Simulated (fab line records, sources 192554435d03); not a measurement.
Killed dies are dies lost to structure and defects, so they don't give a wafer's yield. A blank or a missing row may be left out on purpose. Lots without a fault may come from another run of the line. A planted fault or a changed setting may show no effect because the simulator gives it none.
fab line records | flow n5_finfet
record lots=5 wafers=15 last_day=17
route steps=1938 shown BEOL_M9@1406 PASSIVATION@1936
lots that met no fault: from a run of the same line without faults
start_h: hours from the record's first day to the start of the lot's first wafer shown | wait_h: hours since the lot's step before | " the same as in the row above | L1.1+2: a row that stands for several wafers | - no value, or no start given | * or withheld: withheld | < > ~ a bound
route shown NAME@n: a module of which the file shows steps, and the number in the route of the first | usual: mean/standard deviation of fault-free wafers | same: alike in all rows | chamber/n: place in a boat | sites: the reading at each site | _std_site: their standard deviation | _edge_site: outer sites' mean less inner sites' | radius_mm: how far each site lies from the wafer's centre | mask NAME#n: copy n | behind: the tool/chamber that last shaped the wafer | hold: why the lot was held/for how many hours/how that ended | device: the transistor (n, p or np) that didn't switch | end of line: the same wafers' tests at the end of the route | a step without rows: its recipe alone | killed: dies lost to structure and defects at the first sort, not the wafer's yield | map: a wafer's dies, x killed, . not, _ none there
set.NAME: the setting as run; set.NAME@STEP: as run at that earlier step | model.NAME: the simulator's own value behind a step, which no gauge read
lots at some steps of the route; a table a step, a row a wafer
services: from which hour (start_h, from the record's first day; less than 0 if before it) a tool's chamber was out of use, for how many hours, and why
## steps
# step N5_BEOL_M9_COAT_59
# recipe resist=SOC temp_c=250 time_s=60 spin_rpm=1500 resist_thk_nm=100
# step N5_BEOL_M9_COAT_60
# recipe resist=SiARC temp_c=220 time_s=60 spin_rpm=1500 resist_thk_nm=30
# step N5_BEOL_M9_COAT_05
# recipe resist=CAR-ArF spin_rpm=1500 resist_thk_nm=90
# step N5_BEOL_M9_EBR_07
# recipe solvent=PGMEA ebr_width_mm=1.5
# step N5_BEOL_M9_SOFTBAKE_06
# recipe temp_c=110 time_s=60 resist=CAR-ArF
# step N5_BEOL_M9_EXPOSE_08
# recipe mask_id=M9 na=1.35 source_shape=dipole sigma_inner=0.411 sigma_outer=0.611 polarization=te dose_mj=53.75
# step N5_BEOL_M9_PEB_09
# recipe peb_temp_c=withheld peb_time_s=60 resist=CAR-ArF
# step N5_BEOL_M9_DEVELOP_10
# recipe develop_time_s=30 developer=TMAH resist=CAR-ArF rinse_liquid=diw dry=air_spin dev_temp_c=23
# step N5_BEOL_M9_CD_MEAS_11
# recipe target_cd_nm=64.1 landing_energy_ev=500 detector=se_inlens polarity=opening
# usual cd_nm=64.1/0.46
# columns lot.wafer tool chamber start_h wait_h cd_nm
L100.3 cd_sem-02 0 215.28 - 63.8
L100.4 " 0 " " 63.9
L100.6 " 0 " " 64.2
L107.1 cd_sem-01 0 266.27 - 63.9
L107.2 " 0 " " 63.2
L107.6 " 0 " " 63.6
L109.1 cd_sem-01 0 272.10 - 63.6
L109.3 " 0 " " 65.1
L109.6 " 0 " " 64.3
L118.2 cd_sem-01 0 331.55 - 64.5
L118.3 " 0 " " 64.8
L118.6 " 0 " " 64.9
L120.3 cd_sem-02 0 352.58 - 63.9
L120.5 " 0 " " 64.2
L120.6 " 0 " " 64.3
# step N5_BEOL_M9_OVL_MEAS_12
# recipe points_per_wafer=44
# usual M9_OVL=0.2/0.71
# columns lot.wafer tool chamber start_h wait_h M9_OVL[nm]
L100.3 overlay-01 0 215.30 0.0 0.7
L100.4 " 0 " " 1.0
L100.6 " 0 " " 0.5
L107.1 overlay-01 0 266.30 0.0 0.6
L107.2 " 0 " " 0.5
L107.6 " 0 " " 0.0
L109.1 overlay-01 0 272.13 0.0 0.6
L109.3 " 0 " " -0.5
L109.6 " 0 " " 1.4
L118.2 overlay-01 0 331.58 0.0 0.6
L118.3 " 0 " " 0.3
L118.6 " 0 " " 1.2
L120.3 overlay-02 0 352.61 0.0 0.2
L120.5 " 0 " " -0.6
L120.6 " 0 " " 1.0
# step N5_BEOL_M9_INSPECT_13
# recipe mode=adi inspect_instrument=brightfield
# usual raw_defect_count=411/100
# columns lot.wafer tool chamber start_h wait_h raw_defect_count
L100.3 defect_inspect-01 - 215.33 0.0 464
L100.4 " - " " 324
L100.6 " - " " 391
L107.1 defect_inspect-01 - 266.32 0.0 473
L107.2 " - " " 324
L107.6 " - " " 471
L109.1 defect_inspect-02 - 272.15 0.0 372
L109.3 " - " " 533
L109.6 " - " " 432
L118.2 defect_inspect-02 - 331.61 0.0 322
L118.3 " - " " 452
L118.6 " - " " 364
L120.3 defect_inspect-02 - 352.63 0.0 596
L120.5 " - " " 477
L120.6 " - " " 573
# step N5_BEOL_M9_DESCUM_16
# recipe chemistry=O2 time_s=7.9 source_power_w=50 bias_power_w=20 pressure_mtorr=20 rf_frequency_hz=2.712e+07 temp_c=40 resist=CAR-ArF o2_flow_sccm=225
# usual drypump_motor_current_A=5.90/0.3 oes_product_au=0.82/0.087 rf_vpp_V=243.3/1 showerhead_plenum_p_Torr=2.10/0.046 throttle_valve_pct=20.39/0.26
# columns lot.wafer tool chamber start_h wait_h drypump_motor_current_A oes_product_au rf_hours_counter_h rf_vpp_V showerhead_plenum_p_Torr throttle_valve_pct
L100.3 rie_diel-02 1 215.36 0.0 6.35 0.73 185 242.5 2.07 20.67
L100.4 " 3 " " 5.65 0.73 157 242.6 2.09 20.21
L100.6 " 1 " " 6.35 0.73 - 242.7 2.07 20.66
L107.1 rie_diel-01 2 266.76 0.4 5.49 0.66 243 245.0 2.15 20.79
L107.2 " 0 " " 6.34 0.93 16 243.0 2.14 20.00
L107.6 " 0 " " 6.32 0.93 - 242.9 2.14 20.01
L109.1 rie_diel-02 0 272.19 0.0 5.46 0.79 109 242.8 2.10 20.37
L109.3 " 2 " " 6.34 0.91 35 244.3 2.13 20.49
L109.6 " 3 " " 5.66 0.72 - 243.3 2.08 20.23
L118.2 rie_diel-05 0 331.72 0.1 6.08 0.82 86 242.8 2.12 20.63
L118.3 " 2 " " 5.48 0.78 106 243.3 2.11 20.44
L118.6 " 1 " " 5.89 0.82 - 245.4 2.11 20.10
L120.3 rie_diel-01 2 352.67 0.0 5.50 0.96 13 243.4 2.14 20.42
L120.5 " 2 " " 5.48 0.94 - 243.9 2.14 20.40
L120.6 " 3 " " 5.78 0.75 - 242.4 2.00 20.74
# step N5_BEOL_M9_ETCH_61
# recipe chemistry=CF4 target=SiARC target_depth_a=390 mask_material=CAR-ArF time_s=65 ion_energy_ev=80 pressure_mtorr=40 source_w=545 bias_w=36 Ar_flow_sccm=100 cf4_flow_sccm=100 ends=cleared
# usual drypump_motor_current_A=5.9/0.3 etch_rf_on_time_s=64.5/0.93 oes_product_au=0.70/0.075 rf_vpp_V=184.1/0.95 showerhead_plenum_p_Torr=2.15/0.041 throttle_valve_pct=15.55/0.27
# columns lot.wafer tool chamber start_h wait_h drypump_motor_current_A etch_rf_on_time_s oes_product_au rf_hours_counter_h rf_vpp_V showerhead_plenum_p_Torr throttle_valve_pct
L100.3 rie_diel-02 1 215.40 0.0 6.4 63.5 0.62 185 182.7 2.13 15.92
L100.4 " 3 " " 5.6 64.8 0.63 157 184.2 2.14 15.42
L100.6 " 1 " " 6.4 63.4 0.63 - 184.8 2.13 15.88
L107.1 rie_diel-01 2 266.79 0.0 5.5 65.1 0.57 243 185.9 2.20 16.01
L107.2 " 0 " " 6.3 64.8 0.79 16 184.1 2.19 15.13
L107.6 " 0 " " 6.3 64.7 0.80 - 186.7 2.19 15.14
L109.1 rie_diel-02 0 272.22 0.0 5.4 64.2 0.65 109 183.3 2.16 15.60
L109.3 " 2 " " 6.3 62.8 0.77 35 185.3 2.18 15.62
L109.6 " 3 " " 5.6 64.5 0.62 - 184.3 2.14 15.48
L118.2 rie_diel-05 0 331.75 0.0 6.1 62.6 0.71 86 184.5 2.16 15.76
L118.3 " 2 " " 5.5 64.1 0.67 106 184.9 2.15 15.54
L118.6 " 1 " " 5.9 64.5 0.71 - 184.6 2.17 15.33
L120.3 rie_diel-01 2 352.70 0.0 5.5 63.8 0.82 13 184.7 2.19 15.55
L120.5 " 2 " " 5.5 63.6 0.82 - 184.9 2.19 15.53
L120.6 " 3 " " 5.8 63.9 0.65 - 181.4 2.05 15.95
# step N5_BEOL_M9_ETCH_62
# recipe chemistry=N2/H2 target=SOC target_depth_a=1100 overetch_a=220 mask_material=SiARC temp_c=40 time_s=165 ion_energy_ev=200 pressure_mtorr=30 source_w=840 bias_w=150 n2_flow_sccm=200 h2_flow_sccm=200
# step N5_BEOL_M9_STRIP_68
# recipe chemistry=N2/H2 temp_c=40 n2_flow_sccm=200 h2_flow_sccm=200 rf_frequency_hz=6e+07
# step N5_BEOL_M9_STRIP_67
# recipe chemistry=CF4 resist=SiARC power_w=300 bias_power_w=75 pressure_mtorr=50 cf4_flow_sccm=150 rf_frequency_hz=6e+07
# usual drypump_motor_current_A=5.9/0.3 oes_product_au=0.82/0.085 power_w=300.0/1.1 rf_vpp_V=271.4/1.2 showerhead_plenum_p_Torr=1.80/0.032 throttle_valve_pct=13.52/0.28
# columns lot.wafer tool chamber start_h wait_h drypump_motor_current_A oes_product_au power_w rf_hours_counter_h rf_vpp_V showerhead_plenum_p_Torr throttle_valve_pct
L100.3 rie_diel-02 1 215.59 0.0 6.4 0.72 300.2 185 270.0 1.79 13.89
L100.4 " 3 " " 5.7 0.74 299.0 157 270.6 1.80 13.43
L100.6 " 1 " " 6.3 0.73 299.6 - 270.8 1.79 13.88
L107.1 rie_diel-01 2 266.99 0.0 5.5 0.67 299.4 243 272.5 1.85 14.04
L107.2 " 0 " " 6.3 0.93 301.8 17 273.2 1.83 13.10
L107.6 " 0 " " 6.3 0.93 302.5 - 273.1 1.84 13.11
L109.1 rie_diel-02 0 272.42 0.0 5.4 0.77 298.7 109 272.3 1.81 13.55
L109.3 " 2 " " 6.3 0.88 300.9 36 270.6 1.82 13.55
L109.6 " 3 " " 5.7 0.73 300.1 - 269.6 1.79 13.49
L118.2 rie_diel-05 0 331.95 0.0 6.1 0.81 299.7 86 271.5 1.81 13.69
L118.3 " 2 " " 5.5 0.77 301.6 106 271.5 1.80 13.49
L118.6 " 1 " " 5.9 0.83 298.4 - 271.1 1.82 13.31
L120.3 rie_diel-01 2 352.90 0.0 5.5 0.96 298.5 13 271.9 1.84 13.50
L120.5 " 2 " " 5.5 0.95 298.9 - 271.7 1.84 13.50
L120.6 " 3 " " 5.8 0.75 301.2 - 268.9 1.73 13.93
# step N5_BEOL_M9_HM_OPEN_17
# recipe chemistry=Cl2/BCl3 target_depth_a=200 overetch_a=60 target=TiN mask_material=SOC ion_energy_ev=150 pressure_mtorr=10 icp_w=1000 bias_w=126 Cl2_flow_sccm=53.25 bcl3_flow_sccm=21.75 Ar_flow_sccm=25
# usual drypump_motor_current_A=5.6/0.6 oes_product_au=0.67/0.084 throttle_valve_pct=21.96/0.15
# columns lot.wafer tool chamber start_h wait_h drypump_motor_current_A oes_product_au rf_hours_counter_h throttle_valve_pct
L100.3 rie_metal-01 1 215.66 0.1 5.2 0.67 - 21.81
L100.4 " 0 " " 6.5 0.55 - 22.11
L100.6 " 1 " " 5.2 0.67 - 21.83
L107.1 rie_metal-02 0 267.03 0.0 4.8 0.66 44 21.99
L107.2 " 1 " " 6.0 0.75 11 21.97
L107.6 " 1 " " 6.0 0.75 - 21.97
L109.1 rie_metal-01 1 272.46 0.0 5.2 0.66 43 21.81
L109.3 " 1 " " 5.2 0.67 - 21.80
L109.6 " 0 " " 6.5 0.54 - 22.12
L118.2 rie_metal-02 0 331.99 0.0 4.8 0.65 48 22.00
L118.3 " 0 " " 4.8 0.66 - 22.01
L118.6 " 1 " " 6.0 0.73 - 21.99
L120.3 rie_metal-02 0 352.97 0.1 4.8 0.65 - 22.02
L120.5 " 0 " " 4.8 0.65 - 22.01
L120.6 " 1 " " 6.0 0.72 - 21.98
# step N5_BEOL_M9_STRIP_19
# recipe chemistry=O2 power_w=400 temp_c=40 pressure_mtorr=30 rf_frequency_hz=6e+07 bias_power_w=0 overash_fraction=0.2 o2_flow_sccm=225
# usual drypump_motor_current_A=5.9/0.31 oes_product_au=0.80/0.09 rf_vpp_V=3.7/0.52 showerhead_plenum_p_Torr=2.10/0.045 throttle_valve_pct=16.64/0.24
# columns lot.wafer tool chamber start_h wait_h drypump_motor_current_A oes_product_au rf_hours_counter_h rf_vpp_V showerhead_plenum_p_Torr throttle_valve_pct
L100.3 rie_diel-01 1 215.74 0.1 5.9 0.68 244 3.5 2.06 16.74
L100.4 " 2 " " 5.5 0.68 - 4.1 2.16 17.02
L100.6 " 3 " " 5.8 0.78 - 3.7 2.02 16.91
L107.1 rie_diel-01 1 267.14 0.1 5.9 0.96 4 3.8 2.05 16.29
L107.2 " 3 " " 5.8 0.76 143 4.0 2.01 16.92
L107.6 " 2 " " 5.5 0.66 - 5.1 2.15 17.06
L109.1 rie_diel-05 3 272.57 0.1 6.0 0.68 247 3.4 2.16 16.77
L109.3 " 0 " " 6.1 0.84 69 2.8 2.13 16.82
L109.6 " 1 " " 5.9 0.85 - 4.7 2.12 16.32
L118.2 rie_diel-02 1 332.15 0.1 6.3 0.71 221 2.7 2.07 16.97
L118.3 " 3 " " 5.7 0.71 191 3.3 2.08 16.54
L118.6 " 0 " " 5.4 0.75 - 3.2 2.10 16.65
L120.3 rie_diel-01 2 353.05 0.1 5.5 0.95 13 3.6 2.15 16.59
L120.5 " 1 " " 5.9 0.89 - 4.7 2.04 16.37
L120.6 " 2 " " 5.5 0.96 - 4.0 2.15 16.62
# step N5_BEOL_M9_CD_MEAS_18
# recipe pitch_nm=140 target_cd_nm=70
# usual cd_nm=69.8/0.52
# columns lot.wafer tool chamber start_h wait_h cd_nm
L100.3 cd_sem-03 - 215.82 0.1 70.0
L100.4 " - " " 69.8
L100.6 " - " " 70.4
L107.1 cd_sem-01 - 267.21 0.0 69.2
L107.2 " - " " 69.7
L107.6 " - " " 69.7
L109.1 cd_sem-02 - 272.64 0.0 69.3
L109.3 " - " " 70.7
L109.6 " - " " 70.3
L118.2 cd_sem-02 - 332.22 0.1 70.5
L118.3 " - " " 70.6
L118.6 " - " " 70.5
L120.3 cd_sem-03 - 353.13 0.1 69.5
L120.5 " - " " 70.2
L120.6 " - " " 70.0
# step N5_BEOL_M9_COAT_63
# recipe resist=SOC temp_c=250 time_s=60 spin_rpm=1500 resist_thk_nm=60
# step N5_BEOL_M9_COAT_64
# recipe resist=SiARC temp_c=220 time_s=60 spin_rpm=1500 resist_thk_nm=12
# step N5_BEOL_M9_COAT_75
# recipe resist=underlayer temp_c=205 time_s=60 spin_rpm=1500 resist_thk_nm=5
# step N5_BEOL_M9_COAT_22
# recipe resist=CAR-EUV spin_rpm=1500 resist_thk_nm=30
# step N5_BEOL_M9_EBR_24
# recipe solvent=PGMEA ebr_width_mm=1.5
# step N5_BEOL_M9_SOFTBAKE_23
# recipe temp_c=110 time_s=60 resist=CAR-EUV
# step N5_BEOL_M9_EXPOSE_25
# recipe mask_id=V8 na=0.33 source_shape=annular sigma_inner=0.4 sigma_outer=0.8 polarization=unpolarized dose_mj=37.25
# step N5_BEOL_M9_PEB_26
# recipe peb_temp_c=100 peb_time_s=60 resist=CAR-EUV
# step N5_BEOL_M9_DEVELOP_27
# recipe develop_time_s=30 developer=TMAH resist=CAR-EUV rinse_liquid=surfactant_rinse dry=air_spin dev_temp_c=23
# step N5_BEOL_M9_CD_MEAS_28
# recipe target_cd_nm=70 landing_energy_ev=500 detector=se_inlens polarity=opening
# usual cd_nm=69.99/0.26
# columns lot.wafer tool chamber start_h wait_h cd_nm
L100.3 cd_sem-01 0 217.19 - 69.99
L100.4 " 0 " " 69.60
L100.6 " 0 " " 69.83
L107.1 cd_sem-02 0 268.71 - 69.99
L107.2 " 0 " " 69.72
L107.6 " 0 " " 69.93
L109.1 cd_sem-01 0 275.22 - 70.08
L109.3 " 0 " " 69.84
L109.6 " 0 " " 70.05
L118.2 cd_sem-02 0 332.76 - 69.73
L118.3 " 0 " " 70.11
L118.6 " 0 " " 69.93
L120.3 cd_sem-01 0 355.64 - 70.10
L120.5 " 0 " " 69.67
L120.6 " 0 " " 70.05
# step N5_BEOL_M9_OVL_MEAS_29
# recipe points_per_wafer=522
# usual V8_OVL=0.4/0.69
# columns lot.wafer tool chamber start_h wait_h V8_OVL[nm]
L100.3 overlay-01 0 217.23 0.0 -0.1
L100.4 " 0 " " 1.0
L100.6 " 0 " " 1.1
L107.1 overlay-01 0 268.74 0.0 -1.0
L107.2 " 0 " " -0.2
L107.6 " 0 " " -0.6
L109.1 overlay-01 0 275.25 0.0 -0.3
L109.3 " 0 " " 0.5
L109.6 " 0 " " 0.3
L118.2 overlay-01 0 332.80 0.0 0.9
L118.3 " 0 " " 0.3
L118.6 " 0 " " 1.4
L120.3 overlay-01 0 355.68 0.0 1.0
L120.5 " 0 " " -0.4
L120.6 " 0 " " -0.1
# step N5_BEOL_M9_INSPECT_30
# recipe mode=adi inspect_instrument=brightfield
# usual raw_defect_count=402/93
# columns lot.wafer tool chamber start_h wait_h raw_defect_count
L100.3 defect_inspect-01 - 217.28 0.0 452
L100.4 " - " " 331
L100.6 " - " " 439
L107.1 defect_inspect-01 - 268.80 0.1 447
L107.2 " - " " 702
L107.6 " - " " 812
L109.1 defect_inspect-01 - 275.31 0.1 309
L109.3 " - " " 470
L109.6 " - " " 387
L118.2 defect_inspect-02 - 332.85 0.0 318
L118.3 " - " " 421
L118.6 " - " " 400
L120.3 defect_inspect-01 - 355.73 0.0 509
L120.5 " - " " 433
L120.6 " - " " 502
# step N5_BEOL_M9_DESCUM_33
# recipe chemistry=O2 time_s=7 source_power_w=50 bias_power_w=20 pressure_mtorr=20 rf_frequency_hz=2.712e+07 temp_c=40 resist=CAR-EUV o2_flow_sccm=225
# usual drypump_motor_current_A=5.9/0.33 oes_product_au=0.79/0.093 rf_vpp_V=243.3/1 showerhead_plenum_p_Torr=2.09/0.046 throttle_valve_pct=20.42/0.24
# columns lot.wafer tool chamber start_h wait_h drypump_motor_current_A oes_product_au rf_hours_counter_h rf_vpp_V showerhead_plenum_p_Torr throttle_valve_pct
L100.3 rie_diel-01 1 217.31 0.0 5.9 0.67 244 242.3 2.05 20.39
L100.4 " 2 " " 5.5 0.67 - 244.4 2.16 20.77
L100.6 " 3 " " 5.8 0.78 - 242.6 2.01 20.67
L107.1 rie_diel-02 0 268.84 0.0 5.4 0.79 108 244.7 2.10 20.36
L107.2 " 1 " " 6.4 0.72 201 242.9 2.07 20.68
L107.6 " 2 " " 6.3 0.89 - 244.1 2.13 20.48
L109.1 rie_diel-01 0 275.34 0.0 6.3 0.93 19 245.0 2.14 20.01
L109.3 " 3 " " 5.8 0.77 145 241.7 2.01 20.69
L109.6 " 1 " " 5.9 0.95 - 242.0 2.05 20.09
L118.2 rie_diel-02 3 333.00 0.2 5.7 0.70 191 243.2 2.08 20.26
L118.3 " 0 " " 5.4 0.75 126 241.3 2.09 20.39
L118.6 " 3 " " 5.7 0.70 - 242.4 2.08 20.24
L120.3 rie_diel-02 2 355.76 0.0 6.3 0.85 61 242.8 2.12 20.51
L120.5 " 1 " " 6.3 0.70 - 242.8 2.06 20.72
L120.6 " 2 " " 6.3 0.86 - 244.2 2.12 20.53
# step N5_PASSIVATION_PROBE_49
# usual defect_limited_yield=91.4/1.6 killed_at_M0_to_M3=34/12 killed_at_M4_up=13/5.2 killed_at_contacts=11/5.5 killed_at_front_end=40/13 killed_at_other=3.4/2.7 killed_dies=102/19 killed_on_rim=13/4.3 killed_open=66/15 killed_short=33/7.9 sort_bin_5_function=5.1/1.1 sort_bin_6_memory=3.2/0.7 sort_n_pass=1078/19 sort_yield_pct=91.4/1.6
# same gross_dies=1180 killed_at_back_side=0 sort_bin_4_leakage[%]=0 sort_bin_8_speed[%]=0
# columns lot.wafer tool chamber start_h wait_h defect_limited_yield[%] killed_at_M0_to_M3 killed_at_M4_up killed_at_contacts killed_at_front_end killed_at_other killed_dies killed_on_rim killed_open killed_short sort_bin_5_function[%] sort_bin_6_memory[%] sort_n_pass sort_yield_pct[%]
L107.2 prober-02 - 328.05 0.1 87.2 26 77 9 39 0 151 24 50 28 7.5 3.5 1029 87.2
L107.6 prober-02 - 328.25 0.3 87.3 34 83 12 19 2 150 24 48 30 7.5 3.7 1030 87.3
L109.1 prober-02 - 341.60 0.0 89.7 54 16 13 35 4 122 18 77 41 6.2 3.6 1058 89.7
L109.3 prober-02 - 341.70 0.1 89.2 66 13 15 33 1 128 16 84 44 6.7 3.6 1052 89.2
L109.6 prober-02 - 341.85 0.3 90.3 34 17 22 37 4 114 12 78 35 5.4 3.9 1066 90.3
L118.2 prober-01 - 400.66 0.1 90.2 32 10 18 52 4 116 15 81 35 5.3 4.2 1064 90.2
L118.3 prober-01 - 400.71 0.1 93.4 32 8 4 34 0 78 14 52 24 4.1 2.2 1102 93.4
L118.6 prober-01 - 400.86 0.3 93.1 27 4 11 39 1 82 9 58 24 4.0 2.8 1098 93.1
# killed by level:class
L107.2 BEOL_M9:unspecified=72 FIN_SAQP:geometric_particle:open=11 STI_FIN_REVEAL:geometric_particle:open=10 BEOL_M1:geometric_particle:open=9 FIN_SAQP:geometric_particle:short=8 MOL_CONTACT_COAG:geometric_particle:open=6 MOL_CONTACT_COAG:geometric_particle:short=3 BEOL_M0_SAQP:geometric_particle:short=3
L107.6 BEOL_M9:unspecified=72 BEOL_M0_SAQP:geometric_particle:open=9 MOL_CONTACT_COAG:geometric_particle:open=8 BEOL_M0_SAQP:geometric_particle:short=8 FIN_SAQP:geometric_particle:open=6 BEOL_M4:geometric_particle:open=5 MOL_CONTACT_COAG:geometric_particle:short=4 BEOL_M2:geometric_particle:open=4
L109.1 BEOL_M2:geometric_particle:open=19 BEOL_M0_SAQP:geometric_particle:short=13 MOL_CONTACT_COAG:geometric_particle:open=11 BEOL_M0_SAQP:geometric_particle:open=10 FIN_SAQP:geometric_particle:short=9 BEOL_M4:geometric_particle:open=9 FIN_SAQP:geometric_particle:open=5 STARTING-WAFER:geometric_particle:short=5
L109.3 BEOL_M0_SAQP:geometric_particle:short=20 BEOL_M2:geometric_particle:open=20 BEOL_M0_SAQP:geometric_particle:open=16 MOL_CONTACT_COAG:geometric_particle:open=15 FIN_SAQP:geometric_particle:short=10 BEOL_M4:geometric_particle:open=8 STI_FIN_REVEAL:geometric_particle:open=6 BEOL_M3:geometric_particle:open=5
L109.6 MOL_CONTACT_COAG:geometric_particle:open=18 BEOL_M0_SAQP:geometric_particle:open=12 FIN_SAQP:geometric_particle:open=10 BEOL_M4:geometric_particle:open=10 BEOL_M3:geometric_particle:open=9 BEOL_M0_SAQP:geometric_particle:short=7 FIN_SAQP:geometric_particle:short=5 GATE_CUT:geometric_particle:open=5
L118.2 FIN_SAQP:geometric_particle:open=16 FIN_SAQP:geometric_particle:short=15 MOL_CONTACT_COAG:geometric_particle:open=14 BEOL_M2:geometric_particle:open=11 STI_FIN_REVEAL:geometric_particle:open=8 BEOL_M0_SAQP:geometric_particle:short=7 GATE_CUT:geometric_particle:open=5 BEOL_M0_SAQP:geometric_particle:open=5
L118.3 BEOL_M2:geometric_particle:open=12 FIN_SAQP:geometric_particle:short=9 BEOL_M1:geometric_particle:open=9 FIN_SAQP:geometric_particle:open=8 STI_FIN_REVEAL:geometric_particle:open=6 BEOL_M3:geometric_particle:open=4 STI_FIN_REVEAL:geometric_particle:short=3 MOL_CONTACT_COAG:geometric_particle:open=3
L118.6 STI_FIN_REVEAL:geometric_particle:open=9 MOL_CONTACT_COAG:geometric_particle:open=9 DUMMY_GATE:geometric_particle:open=8 BEOL_M2:geometric_particle:open=6 BEOL_M1:geometric_particle:open=5 FIN_SAQP:geometric_particle:short=4 FIN_SAQP:geometric_particle:open=4 BEOL_M0_SAQP:geometric_particle:open=4
# map L107.2 (x killed, . not)
_________________............________________
______________.....x......x....._____________
___________........................__________
__________x.x......................._________
________...x.x.x...................x.._______
_______................................______
______x.............x.........x.x......._____
_____..xx..x................x......x.....____
____...................x....x.............___
___...........x..................x...x.....__
___.x..x..x........................x.......__
__................x......................x.._
__............x..................xx........._
_..........x.......x..xxx.................x..
_.............x...........................x..
_..x...x.......x......x...x..................
_......x..........................x......x...
_x.....x...x......x....................x.....
_.............x........................xx....
_x..x........................................
_........................x.x..............x..
__.............x.............x....x........._
__............x...........x.............x..._
___......................x..............x..__
___..............x.............x...........__
____........x.....xx......x............x..___
_____......x......x......................____
______....xx.x..xxxx.x.................._____
_______....xxx.xxxxx..............x....______
________.x.xxxxxxxxxxx.x.......x......_______
__________xxxxxxxxxxxx.x............_________
___________xxxxxxxxxxxxx...........__________
______________xxxxxxxxx......x.._____________
_________________xxxxxx..x...________________
# map L120.6 (x killed, . not)
_________________..........x.________________
______________...........x......_____________
___________........................__________
__________..........x..............._________
________..x.......x...........x......._______
_______...x......x......xx.............______
______....x.x..x........................_____
_____..............x..................x.x____
____..x........x.................x........___
___.............x......x..............x....__
___x....x.........................x........__
__.......x.........x........................_
__.xx.....................x................._
_........................x..........x...x....
_..x.xx..............x..x.......x.x..........
_............................................
_....xx...........x..........................
_.........x.................................x
_......x.....x.......x.....x....x............
_...x..................x.............x...xxx.
_.............................x..x.......x...
__................................x.xx.....x_
__..........x........x....x................._
___.x....x.................x...............__
___..x................x....................__
____.x....x..........................x....___
_____x..............x.........x..........____
______.................................._____
_______x.........xx....................______
________.......x.....x...x...x........_______
__________x........x....x..........x_________
___________......x.................__________
______________.............x...._____________
_________________.........x..________________
## services
# columns tool chamber start_h hours kind
rie_diel-01 0 196.11 - clean
rie_diel-01 0 196.11 - consumable_replace:focus_ring
rie_diel-01 0 196.11 21.7 scheduled_down
rie_diel-01 0 196.11 21.7 vent_cycle
rie_metal-02 - 205.59 28.1 pm
rie_diel-05 1 210.89 6.7 repair
rie_metal-02 - 233.69 2.8 pm
rie_diel-01 1 233.89 - clean
rie_diel-01 1 233.89 - consumable_replace:focus_ring
rie_diel-01 1 233.89 18.3 scheduled_down
rie_diel-01 1 233.89 18.3 vent_cycle
rie_metal-02 0 249.11 16.4 repair
rie_metal-01 0 249.94 7.1 repair
rie_diel-02 - 275.29 0.6 repair
rie_diel-05 3 281.88 - clean
rie_diel-01 2 290.98 - clean
rie_diel-01 2 290.98 - consumable_replace:focus_ring
rie_diel-01 2 290.98 20.7 scheduled_down
rie_diel-01 2 290.98 20.7 vent_cycle
rie_diel-02 - 303.01 0.5 repair
rie_metal-01 - 307.96 1.4 pm
rie_diel-01 0 311.36 5.4 repair
rie_diel-01 - 338.55 0.3 repair
rie_metal-01 - 343.31 8.0 repair
## key
first_sign step=N5_BEOL_M9_INSPECT_30 reading=raw_defect_count direction=up sigmas=3.8 usual=402 struck=757
effect step=N5_PASSIVATION_PROBE_49 reading=killed_at_M4_up direction=up sigmas=13 usual=13 struck=80
more_kills_born_at N5_BEOL_M9_ETCH_61@rie_diel-01=144
met_at N5_BEOL_M9_ETCH_61
struck_wafers L107.2,L107.6
fault kind=chamber_particle_source tool=rie_diel-01 chamber=0 onset_h=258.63 steps=N5_BEOL_M9_ETCH_61 rate_per_visit_cm2=0.58721 end_h=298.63
